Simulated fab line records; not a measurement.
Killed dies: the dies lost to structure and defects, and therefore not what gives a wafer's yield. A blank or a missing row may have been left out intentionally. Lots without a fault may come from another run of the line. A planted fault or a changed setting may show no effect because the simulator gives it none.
Matching of chambers | flow nandHarc | NHARC_P_ZERO_WELL_ETCH_63 on rieSi-04 has 4 sister chambers
The step etches the open film in HBr/Cl2, target depth 120 nm, time 40.1 s. 14 wafers are shown with their chamber, then 7 later ones without.

== WAFERS PAIRED WITH THEIR CHAMBERS ==
wafer  | chamber | drypumpMotorCurrentA (A) | oesProductAu (a.u.) | throttleValvePct (%)
L735.1 | 2       | 6.2                      | 1.019               | 26.405
L735.3 | 1       | 5.1                      | 1.003               | 26.411
L735.6 | 2       | 6.3                      | 1.020               | 26.408
L738.2 | 2       | 6.2                      | 1.018               | 26.397
L738.3 | 0       | 5.8                      | 1.015               | 26.417
L738.4 | 1       | 5.1                      | 0.984               | 26.400
L740.4 | 0       | 5.8                      | 1.020               | 26.419
L740.5 | 2       | 6.2                      | 1.026               | 26.399
L740.6 | 3       | 6.5                      | 0.997               | 26.397
L741.3 | 3       | 6.6                      | 0.990               | 26.415
L741.5 | 3       | 6.5                      | 0.994               | 26.405
L741.6 | 0       | 5.8                      | 1.003               | 26.399
L749.1 | 1       | 5.1                      | 0.994               | 26.415
L749.3 | 2       | 6.2                      | 1.010               | 26.405

SIGNATURES, as means of the wafers listed above
reading              | chamber 0 | chamber 1 | chamber 2 | chamber 3 | scatter within a chamber
drypumpMotorCurrentA | 5.800     | 5.100     | 6.220     | 6.533     | 0.0383
oesProductAu         | 1.01267   | 0.99367   | 1.01860   | 0.99367   | 0.00699
throttleValvePct     | 26.41167  | 26.40867  | 26.40280  | 26.40567  | 0.00782
Rule: for a wafer and a chamber, the distance is found by dividing, reading by reading, the gap between the wafer's reading and the chamber's mean by the reading's scatter, squaring, summing and taking the root. The wafer belongs to the nearest chamber; if the next one is less than 2 further off, it can't be placed. How the scatter is found: for the shown wafers, subtract from each reading the mean of its chamber, square and add these, divide the total by (wafers less chambers), then take the root.

== WAFERS WITHOUT THEIR CHAMBER ==
wafer  | drypumpMotorCurrentA (A) | oesProductAu (a.u.) | throttleValvePct (%)
L749.6 | 5.8                      | 1.032               | 26.406
L751.2 | 6.6                      | 1.015               | 26.392
L751.3 | 5.8                      | 1.028               | 26.414
L751.5 | 5.8                      | 1.030               | 26.392
L753.1 | 6.5                      | 1.023               | 26.409
L753.4 | 5.8                      | 1.031               | 26.407
L753.6 | 5.1                      | 0.997               | 26.408

== WHICH CHAMBER EACH WENT THROUGH ==
wafer  | from the rows above | in truth
L749.6 | 0                   | 0
L751.2 | 3                   | 3
L751.3 | 0                   | 0
L751.5 | 0                   | 0
L753.1 | 3                   | 3
L753.4 | 0                   | 0
L753.6 | 1                   | 1
7 of 7 placed correctly. Left unplaced by these rows: 0. Wrongly placed: 0.
